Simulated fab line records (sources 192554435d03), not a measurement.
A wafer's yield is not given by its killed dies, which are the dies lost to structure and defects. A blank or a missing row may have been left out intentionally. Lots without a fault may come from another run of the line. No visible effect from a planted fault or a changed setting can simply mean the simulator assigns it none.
2 desks, one fault ; flow n5Finfet ; only its own numbers are on each desk; what lay behind them is given at the end

## AT THE METROLOGY DESK
What the gauges read for every lot (on any tool): the sampled wafers with a number, averaged. A lot is out of limits, marked OUT, if its mean lies more than 4 standard deviations from the usual mean; the brackets give that distance. 7 of its 11 readings are shown: the first one out of limits and those lying furthest out on some lot.
Columns: A = DIBL_P at N5_BEOL_M4_RC_MEAS_101, usual 35.8 mV/V; B = IOFF_N at N5_BEOL_M4_RC_MEAS_101, usual 0.15 nA/um; C = IOFF_P at N5_BEOL_M4_RC_MEAS_101, usual 0.21 nA/um; D = SS_N at N5_BEOL_M4_RC_MEAS_101, usual 71.3 mV/dec; E = SS_P at N5_BEOL_M4_RC_MEAS_101, usual 73.1 mV/dec; F = VT_N at N5_BEOL_M4_RC_MEAS_101, usual 250 mV; G = M7_ILD_THK at N5_BEOL_M7_THK_MEAS_01, usual 154.2 nm
lot;first seen here;A;B;C;D;E;F;G
L727;day 8 16:16;36.7;0.20;0.24;71.2;72.8;246;153.9
L731;day 10 00:35;39.5;0.20;0.25;71.7;73.9;247;152.3
L732;day 10 13:59;37.5;0.15;0.21;71.2;72.8;250;123.2 (-15) OUT
L734;day 11 00:13;33.8;0.11;0.16;70.2;72.6;252;93.1 (-31) OUT
L735;day 11 04:28;34.4;0.14;0.19;71.2;73.0;252;124.6 (-15) OUT
L739;day 12 04:47;37.8;0.17;0.22;71.6;74.1;248;155.4
L740;day 12 10:49;37.3;0.16;0.20;71.6;73.6;251;155.7
L742;day 12 15:37;33.4;0.15;0.19;71.4;72.9;249;153.4
L745;day 13 19:22;34.2;0.14;0.19;71.5;72.8;250;153.1
L747;day 14 03:22;34.8;0.12;0.16;70.8;72.6;255;153.1
Finding of this desk: L732, L734, L735 out of limits, first seen on L732 at day 11 13:11 (M7_ILD_THK at N5_BEOL_M7_THK_MEAS_01). Within limits: L727, L731, L739, L740, L742, L745, L747.

## DESK OF THE TOOL OWNER: pecvd-02
The tool's own readings at N5_BEOL_M7_ILD_DEP_00 (deposits SiCOH lowk from DEMS/porogen, target thk 179.75 nm, time 33.4 s): means of the sampled wafers that have a number, for each lot that ran on this tool. A lot is out of limits, marked OUT, if its mean lies more than 4 standard deviations from the usual mean; the brackets give that distance.
Columns: A = heaterPowerW at N5_BEOL_M7_ILD_DEP_00, usual 285 W; B = showerheadPlenumPTorr at N5_BEOL_M7_ILD_DEP_00, usual 5.742 Torr; C = throttleValvePct at N5_BEOL_M7_ILD_DEP_00, usual 13.6 %
lot;first seen here;A;B;C
L727;day 9 12:49;258;5.751;13.1
L731;day 10 19:42;279;5.735;13.4
L732;day 11 12:37;314;5.736;12.7
L734;day 11 22:29;248;5.749;13.1
L735;day 12 04:32;276;5.752;13.4
L745;day 14 15:28;267;5.740;13.6
L747;day 15 04:43;292;5.738;13.1
Result from this desk: across the 7 lots, nothing is out of limits.

## TAKEN TOGETHER
On L732, L734, L735, the metrology desk was in a position to raise an alarm at day 11 13:11.
The tool owner's desk saw nothing out of limits.
On record at the tool owner's desk: L732, L734, L735, within its limits.
Every lot named ran N5_BEOL_M7_ILD_DEP_00 on pecvd-02.

## WHAT WAS PUT IN BY THE SIMULATOR
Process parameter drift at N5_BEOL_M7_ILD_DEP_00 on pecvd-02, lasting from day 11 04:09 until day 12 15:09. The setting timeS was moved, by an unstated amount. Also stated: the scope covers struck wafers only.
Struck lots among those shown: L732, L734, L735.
Per desk, hours elapsed from the start of the fault to the first reading out of limits: for the metrology desk, 9.
